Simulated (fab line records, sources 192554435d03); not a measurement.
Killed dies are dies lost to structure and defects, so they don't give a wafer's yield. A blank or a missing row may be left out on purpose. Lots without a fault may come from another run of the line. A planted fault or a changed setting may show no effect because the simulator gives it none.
A struck lot beside a sound one | flow n5_finfet | 39 steps out of a route of 1938
Sound: wafers L325.2, L325.3, L325.4. Struck: wafer L309.6. (L309.2 of the same lot was not struck and is left out.) The cause comes at the end.
At each step with rows: each side's tool, then ch and its chambers, then its first start. Under that, the readings that differ: sound wafers | struck wafers | difference of the means | sigmas: that difference in standard deviations of wafers without a fault.
alike: readings whose means differ by less than 2 such deviations, and words and numbers that are the same on both sides. not compared: withheld readings, readings that some wafer has no value for, bounds like >300 that may hide the same value, and numbers for which the record gives no deviation and whose values overlap.
The two part at a step that has a row with sigmas, a row that says differs or no value, or rows on one side only. Numbers that don't overlap but have no deviation are shown without sigmas and don't part them. A reading that every wafer of one side lacks parts them only if that side has two wafers or more.

first, 9 steps without rows for these wafers: N5_BEOL_M12_SOFTBAKE_23 (time 60 s); N5_BEOL_M12_EXPOSE_25 (exposes mask M12); N5_BEOL_M12_PEB_26 (peb time 90 s); N5_BEOL_M12_DEVELOP_27 (develop time 45 s); N5_BEOL_M12_HARDBAKE_32 (time 120 s); N5_BEOL_M12_DESCUM_33 (chemistry O2, time 7.9 s); N5_BEOL_M12_ETCH_67 (etches SiARC in CF4, target depth 143 nm, time 238.3 s); N5_BEOL_M12_ETCH_68 (etches SOC in N2/H2, time 285 s); N5_BEOL_M12_STRIP_69 (strips in N2/H2).
N5_BEOL_M12_TRENCH_ETCH_34: etches SiOC in C4F8/O2/Ar, target depth 318.95 nm, time 125.5 s.
  sound on rie_diel-05 ch 1,2,3, day 18 08:53; struck on rie_diel-06 ch 3, day 13 17:56
  reading                     | sound             | struck | difference | sigmas
  drypump_motor_current_A (A) | 5.87 6.17 5.83    | 5.28   | -0.68      | -3
  throttle_valve_pct (%)      | 24.32 24.49 23.79 | 23.77  | -0.43      | -2
  model.etch.depth_nm (nm)    | 313.5 317.4 313.3 | 238.5  | -76.2      |
  alike: bias_w, he_inner_torr, oes_product_au, rf_vpp_V, showerhead_plenum_p_Torr
  not compared: rf_hours_counter_h
then, 1 step without rows for these wafers: N5_BEOL_M12_STRIP_70 (strips in C4F8/O2/Ar).
N5_BEOL_M12_OCD_MEAS_35:
  sound on ocd-02, day 18 09:02; struck on ocd-01, day 13 18:05
  reading              | sound       | struck | difference | sigmas
  trench_depth_nm (nm) | 314 317 313 | 238    | -77        | -14
then, 11 steps without rows for these wafers: N5_BEOL_M12_STRIP_37 (strips in N2/H2); N5_BEOL_M12_ETCH_38 (etches SiCN in CF4/N2, target depth 68.7 nm, time 73.4 s); N5_BEOL_M12_PRECLEAN_39 (cleans in residue remover, time 60 s); N5_BEOL_M12_SRD_40 (time 30 s, dry time 30 s); N5_BEOL_M12_DEGAS_41 (time 60 s); N5_BEOL_M12_PRE_CLEAN_42 (time 30 s); N5_BEOL_M12_SPUTTER_43 (material TaN, target thk 15 nm, time 24.19 s); N5_BEOL_M12_SPUTTER_44 (material Ta, target thk 10 nm, time 16.13 s); N5_BEOL_M12_SPUTTER_45 (material Cu, target thk 80 nm, time 13.33 s); N5_BEOL_M12_ECD_47 (material Cu, target thk 720 nm); N5_BEOL_M12_ANNEAL_48 (time 90 s).
N5_BEOL_M12_CMP_49: polishes, stops on SiOC, t overpolish 20.6 s, target thk 320 nm.
  sound on cmp-01 ch 1,2,3, day 18 10:52; struck on cmp-01 ch 2, day 13 20:43
  reading                                 | sound           | struck | difference | sigmas
  model.Cu_of_BEOL_M12_ECD_47.thk_nm (nm) | 313 319.6 313.8 | 240.6  | -74.9      |
  alike: barrier_field_endpoint_s, head_pressure_psi, motor_current_A, overpolish_run_s
  not compared: pad_life_wafers
N5_BEOL_M12_THK_MEAS_50: measures by xrf.
  sound on film_metro-02, day 18 11:09; struck on film_metro-02, day 13 21:01
  reading      | sound       | struck | difference | sigmas
  M12_THK (nm) | 310 319 312 | 239    | -75        | -14
then, 2 steps without rows for these wafers: N5_BEOL_M12_PRE_CLEAN_52 (time 15 s); N5_BEOL_M12_DEP_53 (deposits SiCN from 3MS/NH3, target thk 30 nm, time 10.5 s).
N5_BEOL_M12_RS_MEAS_54: measures by four-point-probe.
  sound on film_metro-01, day 18 11:17; struck on film_metro-01, day 13 21:08
  reading         | sound                | struck | difference | sigmas
  M12_RS (ohm/sq) | 0.0613 0.0601 0.0612 | 0.0810 | +0.0201    | +18
then, 9 steps without rows for these wafers: N5_BEOL_M13_ILD_DEP_00 (deposits SiOC from DEMS/O2, target thk 837.92 nm, time 166.4 s); N5_BEOL_M13_COAT_58 (time 60 s, resist thk 89 nm); N5_BEOL_M13_COAT_04 (resist thk 400 nm); N5_BEOL_M13_EBR_06; N5_BEOL_M13_SOFTBAKE_05 (time 60 s); N5_BEOL_M13_EXPOSE_07 (exposes mask V12); N5_BEOL_M13_PEB_08 (peb time 90 s); N5_BEOL_M13_DEVELOP_09 (develop time 45 s); N5_BEOL_M13_HARDBAKE_14 (time 120 s).
N5_BEOL_M15_RC_MEAS_101:
  sound on prober-01 ch 0, day 19 12:05; struck on prober-02 ch 0, day 14 20:06
  reading                    | sound                   | struck  | difference | sigmas
  COMB_M14 (S/m)             | 4.9e-12 4.7e-12 5.2e-12 | 2.3e-12 | -2.6e-12   | -2
  COMB_M15 (S/m)             | 4.5e-12 5.3e-12 3.5e-12 | 1.8e-12 | -2.6e-12   | -2
  SERP_M12 (ohm/um)          | 0.665 0.651 0.663       | 0.850   | +0.190     | +11
  SERP_M12_max_site (ohm/um) | 0.679 0.662 0.680       | 0.862   | +0.188     | +10
  alike: COMB_M10, COMB_M11, COMB_M13, COMB_M5, COMB_M6, COMB_M7, COMB_M8, COMB_M9, SERP_M10, SERP_M11, SERP_M13, SERP_M14, SERP_M5, SERP_M6, SERP_M7, SERP_M8, SERP_M9
N5_PASSIVATION_PROBE_49:
  the record has rows for the struck wafers here (prober-02, day 15 13:25) and none for the sound ones

WHERE THEY PART
First at N5_BEOL_M12_TRENCH_ETCH_34; last, within this record, at N5_PASSIVATION_PROBE_49.

WHY: what the simulator had put in
Process parameter drift: rie_diel-06, from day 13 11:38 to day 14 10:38, at N5_BEOL_M12_TRENCH_ETCH_34. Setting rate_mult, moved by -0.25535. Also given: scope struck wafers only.
